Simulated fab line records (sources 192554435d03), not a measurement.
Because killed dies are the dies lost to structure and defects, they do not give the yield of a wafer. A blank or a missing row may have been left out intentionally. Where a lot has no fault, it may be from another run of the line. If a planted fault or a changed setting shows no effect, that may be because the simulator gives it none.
A lot that was struck, set against a sound lot / flow n5 finfet / 16 out of 1938 route steps
Sound: wafers L419.1, L419.2, L419.3. Struck: wafer L426.2 (left out: L426.1, L426.5 of the same lot, which were not struck); the cause appears at the end.
At each step with rows: each side's tool, then ch and its chambers, then its first start. Under that, the readings that differ: sound wafers / struck wafers / difference of the means / sigmas: that difference in standard deviations of wafers without a fault.
alike: same words and numbers on both sides, and readings whose means sit less than 2 such deviations apart. not compared: any withheld reading, any reading some wafer has no value for, any bound like >300 that may hide the same value, and any number with overlapping values for which the record gives no deviation.
A row with sigmas, a row that says differs or no value, or rows on one side alone: a step with any of these is where the two part. Non-overlapping numbers with no deviation appear without sigmas and do not part them. A reading that every wafer of one side lacks parts them only if that side has two wafers or more.

first, 1 step without rows for these wafers: N5_STI_FIN_REVEAL_SRD_23 (time 30 s).
N5_STI_FIN_REVEAL_CD_MEAS_22: target cd 6.238 nm, pitch 28 nm.
  sound on cd sem-01, day 4 13:36; struck on cd sem-02, day 6 09:51
  alike: cd nm
N5_STI_FIN_REVEAL_FIN_H_MEAS_10:
  sound on ocd-02, day 4 13:38; struck on ocd-02, day 6 09:53
  alike: trench depth nm
then, 2 steps without rows for these wafers: N5_STI_FIN_REVEAL_PRECLEAN_18 (cleans in SC2, time 45 s); N5_STI_FIN_REVEAL_SRD_28 (time 30 s).
N5_STI_FIN_REVEAL_INSPECT_13: inspects for defects (darkfield).
  sound on defect inspect-01, day 4 13:43; struck on defect inspect-01, day 6 09:58
  alike: raw defect count
then, 2 steps without rows for these wafers: N5_DUMMY_GATE_PRECLEAN_00 (cleans in O3/DIW, time 60 s); N5_DUMMY_GATE_SRD_01 (time 30 s).
N5_DUMMY_GATE_ALD_02: deposits SiO2, target thk 2 nm, pulse time 1 s.
  sound on ald sin-03 ch 0,2,3, day 4 13:51; struck on ald sin-02 ch 2, day 6 10:04
  alike: heater power w, precursor pulse height rel
then, 3 steps without rows for these wafers: N5_DUMMY_GATE_CVD_03 (deposits a-Si from SiH4, target thk 150 nm, time 8042 s); N5_DUMMY_GATE_PRECLEAN_46 (cleans in DIW, time 89.5 s); N5_DUMMY_GATE_SRD_47 (dry time 32 s).
N5_DUMMY_GATE_CMP_04: polishes a-Si.
  sound on cmp-03 ch 0,1,2, day 4 17:44; struck on cmp-04 ch 1, day 6 13:54
reading=time to endpoint s (s); sound=14.4 13.4 14.3; struck=4.1; difference=-9.9; sigmas=-5
  alike: motor current A
N5_DUMMY_GATE_THK_MEAS_05:
  sound on film metro-01, day 4 17:59; struck on film metro-02, day 6 14:08
  alike: thk nm
-- here the record skips 6 days between the struck wafers' starts before and after, leaving off in module DUMMY_GATE and picking up in module BEOL_M4 (first step shown: number 1111 of the route) --
N5_BEOL_M4_RC_MEAS_101:
  sound on prober-01 ch 0, day 10 05:16; struck on prober-01 ch 0, day 12 03:58
reading=IOFF_P (nA/um); sound=0.18 0.17 0.19; struck=0.28; difference=+0.10; sigmas=+3
reading=ION_P (uA/um); sound=451 460 465; struck=474; difference=+15; sigmas=+2
reading=VT_N (mV); sound=254 253 250; struck=244; difference=-8; sigmas=-3
reading=VT_P (mV); sound=-255 -256 -254; struck=-247; difference=+8; sigmas=+2
  alike: DIBL_N, DIBL_P, IOFF_N, ION_N, SS_N, SS_P
N5_PASSIVATION_PROBE_49:
  the record has rows for the sound wafers here (prober-02, day 15 12:53) and none for the struck ones

## WHERE THEY PART
At N5_DUMMY_GATE_CMP_04 first; at N5_PASSIVATION_PROBE_49 last (within this record only).

WHY: what the simulator had put in
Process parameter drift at N5_DUMMY_GATE_CMP_04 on cmp-04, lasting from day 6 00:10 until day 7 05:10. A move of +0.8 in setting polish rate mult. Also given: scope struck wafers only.
